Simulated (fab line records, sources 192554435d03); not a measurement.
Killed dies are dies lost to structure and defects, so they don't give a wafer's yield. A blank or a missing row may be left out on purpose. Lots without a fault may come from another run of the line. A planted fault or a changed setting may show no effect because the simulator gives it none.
One fault seen from 2 desks | flow n5_finfet | each desk has only its own numbers; what lay behind them comes last

THE METROLOGY DESK
What the gauges read, lot by lot, whatever tool the lot ran on: means of the sampled wafers that have a number. A lot is out of limits, marked OUT, if its mean lies more than 4 standard deviations from the usual mean; the brackets give that distance.
Columns: A = M8_RS at N5_BEOL_M8_RS_MEAS_57, usual 0.285 ohm/sq
lot  | first seen here | A
L559 | day 9 13:23     | 0.282
L560 | day 10 04:33    | 0.280
L561 | day 10 11:36    | 0.285
L564 | day 10 19:15    | 0.281
L565 | day 11 07:44    | 0.290
L568 | day 11 21:08    | 0.287
L569 | day 12 18:38    | 0.291
L573 | day 12 18:55    | 0.282
L580 | day 15 04:21    | 0.292
L581 | day 15 04:32    | 0.288
This desk's finding: nothing out of limits on any of the 10 lots.

THE DEFECT DESK
What the inspections along the route counted, lot by lot: means of the sampled wafers that have a number. A lot is out of limits, marked OUT, if its mean lies more than 4 standard deviations from the usual mean; the brackets give that distance.
Columns: A = raw_defect_count at N5_BEOL_M8_INSPECT_58, usual 71; B = raw_defect_count at N5_BEOL_M9_INSPECT_13, usual 420
lot  | first seen here | A              | B
L559 | day 9 13:25     | 56             | 428
L560 | day 10 04:34    | 54             | 347
L561 | day 10 11:37    | 84             | 491
L564 | day 10 19:16    | 88             | 539
L565 | day 11 07:46    | 80             | 359
L568 | day 11 21:10    | 96             | 507
L569 | day 12 18:40    | 99             | 422
L573 | day 12 18:56    | 80             | 459
L580 | day 15 04:23    | 1269 (+50) OUT | 1677 (+16) OUT
L581 | day 15 04:33    | 1298 (+51) OUT | 1585 (+15) OUT
This desk's finding: out of limits on L580, L581; first on L580, day 15 04:23 (raw_defect_count at N5_BEOL_M8_INSPECT_58). In limits: L559, L560, L561, L564, L565, L568, L569, L573.

PUT TOGETHER
The defect desk could have raised an alarm at day 15 04:23, on L580, L581.
The metrology desk saw nothing out of limits.
The metrology desk has L580, L581 on record, within its limits.
Of the lots named, all ran N5_BEOL_M8_PRE_CLEAN_55 on pecvd-01.

WHAT THE SIMULATOR HAD PUT IN
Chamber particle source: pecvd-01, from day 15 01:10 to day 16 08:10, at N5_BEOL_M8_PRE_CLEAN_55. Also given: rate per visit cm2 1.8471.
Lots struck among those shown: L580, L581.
Hours from the fault's start to each desk's first reading out of limits: the defect desk, 3.
